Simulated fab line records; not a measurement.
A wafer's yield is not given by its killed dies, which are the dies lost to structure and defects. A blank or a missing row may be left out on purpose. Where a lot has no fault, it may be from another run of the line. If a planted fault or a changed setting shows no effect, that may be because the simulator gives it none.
Which of the tools did it? | flow nandHarc | 14 lots, 41 wafers sampled, at 6 steps of a route of 1302

WHAT THE GAUGES SHOWED, per wafer
NHARC_A_ZERO_WELL_CD_MEAS_10: the cd target is 2000 nm.
lot  | measured     | on       | cdNm (nm)
L515 | day 7 08:15  | cdSem-03 | 2001.5 1997.5 1996.2
L517 | day 8 00:37  | cdSem-03 | 2002.1 2005.5 1996.8
L520 | day 8 23:19  | cdSem-03 | 1994.7 2000.5 2003.1
L522 | day 9 14:16  | cdSem-03 | 1999.1 1998.4
L525 | day 11 01:05 | cdSem-01 | 1994.8 1995.5 1997.9
L527 | day 11 14:56 | cdSem-02 | 2000.5 1997.2 1995.9
L529 | day 12 21:16 | cdSem-03 | 2004.3 2002.6 1999.5
L531 | day 13 14:30 | cdSem-02 | 1999.6 2005.5 2003.0
L532 | day 13 19:01 | cdSem-03 | 2004.3 2004.1 2000.2
L533 | day 14 04:56 | cdSem-03 | 2002.3 2000.1 1999.7
L535 | day 15 08:37 | cdSem-01 | 1995.7 2000.2 2000.8
L536 | day 15 13:13 | cdSem-03 | 1998.4 1998.7 2000.7
L537 | day 15 18:05 | cdSem-03 | 1998.7 2001.2 2002.7
L538 | day 16 08:47 | cdSem-01 | 2000.3 1999.7 1999.0

NHARC_A_SOURCE_PLATE_INSPECT_08.
lot  | measured     | on               | rawDefectCount
L515 | day 8 09:31  | defectInspect-02 | 54 36 36
L517 | day 9 00:05  | defectInspect-01 | 45 111 101
L520 | day 9 21:08  | defectInspect-02 | 62 75 39
L522 | day 10 14:55 | defectInspect-02 | 64 62
L525 | day 11 22:50 | defectInspect-01 | 48 43 62
L527 | day 12 15:14 | defectInspect-02 | 68 56 72
L529 | day 13 16:48 | defectInspect-02 | 48 46 70
L531 | day 14 12:24 | defectInspect-02 | 70 34 61
L532 | day 14 19:37 | defectInspect-02 | 52 50 70
L533 | day 15 04:22 | defectInspect-02 | 77 94 56
L535 | day 16 06:30 | defectInspect-01 | 93 71 102
L536 | day 16 10:40 | defectInspect-01 | 40 73 32
L537 | day 16 16:15 | defectInspect-02 | 58 48 80
L538 | day 17 10:58 | defectInspect-02 | 62 61 67

NHARC_A_ONON_D1_THK_MEAS_18: measures by ellipsometry.
lot  | measured     | on           | thkNm (nm)
L515 | day 8 20:26  | filmMetro-02 | 996 997 998
L517 | day 9 10:43  | filmMetro-01 | 1007 1009 1007
L520 | day 10 07:45 | filmMetro-02 | 998 997 996
L522 | day 11 01:32 | filmMetro-02 | 624 627
L525 | day 12 09:29 | filmMetro-02 | 617 998 997
L527 | day 13 02:07 | filmMetro-02 | 1001 1002 1001
L529 | day 14 06:48 | filmMetro-01 | 1007 1006 1006
L531 | day 14 23:04 | filmMetro-01 | 995 994 994
L532 | day 15 06:58 | filmMetro-02 | 999 1002 1002
L533 | day 15 15:02 | filmMetro-01 | 1005 1007 1006
L535 | day 16 18:52 | filmMetro-01 | 994 993 994
L536 | day 16 19:13 | filmMetro-01 | 1007 1008 1009
L537 | day 17 03:25 | filmMetro-01 | 1019 1016 1017
L538 | day 17 21:40 | filmMetro-01 | 1010 1012 1013

NHARC_END_SORT_01.
lot  | measured     | on        | killedAtArray | killedAtOther | killedAtPeriphery | killedDies | killedOpen | killedShort
L522 | day 26 19:40 | prober-02 | 670 666       | 5 8           | 2 3               | 677 677    | 4 5        | 4 2
L525 | day 29 04:44 | prober-01 | 672 50 43     | 0 0 0         | 5 7 5             | 677 57 48  | 4 3 3      | 3 1 2

WHICH TOOL RAN EACH LOT (tool, then ch and the chambers of the sampled wafers, then the start)
lot  | NHARC_P_BONDPAD_CMP_19        | NHARC_A_ONON_D1_DEP_16
L515 | cmp-01 ch 0,1,3, day 7 06:27  | pecvdOnon-03 ch 0, day 8 20:02
L517 | cmp-01 ch 0,1,2, day 7 22:56  | pecvdOnon-02 ch 0, day 9 10:13
L520 | cmp-01 ch 2,3, day 8 21:35    | pecvdOnon-03 ch 0, day 10 07:14
L522 | cmp-03 ch 1,2, day 9 12:25    | pecvdOnon-03 ch 0, day 11 01:01
L525 | cmp-02 ch 0,1,3, day 10 23:23 | pecvdOnon-03 ch 0, day 12 08:58
L527 | cmp-03 ch 0,3, day 11 13:08   | pecvdOnon-02 ch 0, day 13 01:36
L529 | cmp-02 ch 1,2,3, day 12 19:35 | pecvdOnon-02 ch 0, day 14 06:24
L531 | cmp-03 ch 0,3, day 13 12:38   | pecvdOnon-02 ch 0, day 14 22:40
L532 | cmp-02 ch 0,3, day 13 17:11   | pecvdOnon-04 ch 0, day 15 06:27
L533 | cmp-03 ch 1,2,3, day 14 03:04 | pecvdOnon-02 ch 0, day 15 14:32
L535 | cmp-01 ch 1,3, day 15 06:46   | pecvdOnon-04 ch 0, day 16 18:22
L536 | cmp-02 ch 0,2,3, day 15 11:34 | pecvdOnon-04 ch 0, day 16 18:43
L537 | cmp-02 ch 1,2,3, day 15 16:17 | pecvdOnon-02 ch 0, day 17 02:54
L538 | cmp-02 ch 1,2, day 16 06:59   | pecvdOnon-03 ch 0, day 17 21:10
- NHARC_P_BONDPAD_CMP_19: polishes, t overpolish 30 s, cu recess touch 16 s, target thk 160.81 nm.
- NHARC_A_ONON_D1_DEP_16: target thk 1000 nm.

WHAT THE TOOLS THEMSELVES READ (means of the sampled wafers that have a number; where no wafer has one, the mark that the record gives instead)
NHARC_P_BONDPAD_CMP_19.
lot  | tool   | edgeZonePressureFrac | motorCurrentA (A) | overpolishRunS (s)
L515 | cmp-01 | 1.005                | 11.3              | 29.998
L517 | cmp-01 | 1.001                | 11.6              | 29.990
L520 | cmp-01 | 1.001                | 11.1              | 29.997
L522 | cmp-03 | 1.002                | 12.6              | 30.000
L525 | cmp-02 | 0.999                | 11.2              | 30.002
L527 | cmp-03 | 1.000                | 11.5              | 30.003
L529 | cmp-02 | 1.001                | 12.0              | 29.996
L531 | cmp-03 | 1.000                | 11.0              | 29.994
L532 | cmp-02 | 0.998                | 11.2              | 30.002
L533 | cmp-03 | 1.000                | 12.2              | 29.992
L535 | cmp-01 | 0.992                | 11.2              | 30.000
L536 | cmp-02 | 1.001                | 11.7              | 30.003
L537 | cmp-02 | 0.999                | 11.9              | 29.998
L538 | cmp-02 | 1.005                | 11.6              | 30.006

THE ANSWER, worked out from the rows above alone
Rule: usual is defined by the lots themselves. The widest of any qualifying gaps counts: lots, ordered by their means at a reading, are off when they make up no more than a third of the lots, leave a main group of 4 or more, and stand apart from it by 3 or more times the standard deviation of that group's means. The tables above print the reading to a certain number of digits; a main group whose means all agree to those digits is not used. Also off: a lot with no number at a reading for which 4 or more lots have one. Where the step has rows for the other lots, those lots are counted as sound. Order of review: gauges by route order, followed by the tools' own readings, for which a lot's mean as printed above is used. The first step at which some lot is off is used, and at that step the reading that is off furthest; a lot without a number counts as furthest.
Off: L522, L525, at NHARC_A_ONON_D1_THK_MEAS_18 (thkNm). The main group has a mean of 1003 nm with a standard deviation of 7.
If a tool, at a process step before that reading, ran all the lots that are off and no sound lot after the first of them, it fits. The gauges at NHARC_A_ONON_D1_THK_MEAS_18 are tried like those tools. None of those tried fits.

WHAT HAD BEEN PUT IN BY THE SIMULATOR
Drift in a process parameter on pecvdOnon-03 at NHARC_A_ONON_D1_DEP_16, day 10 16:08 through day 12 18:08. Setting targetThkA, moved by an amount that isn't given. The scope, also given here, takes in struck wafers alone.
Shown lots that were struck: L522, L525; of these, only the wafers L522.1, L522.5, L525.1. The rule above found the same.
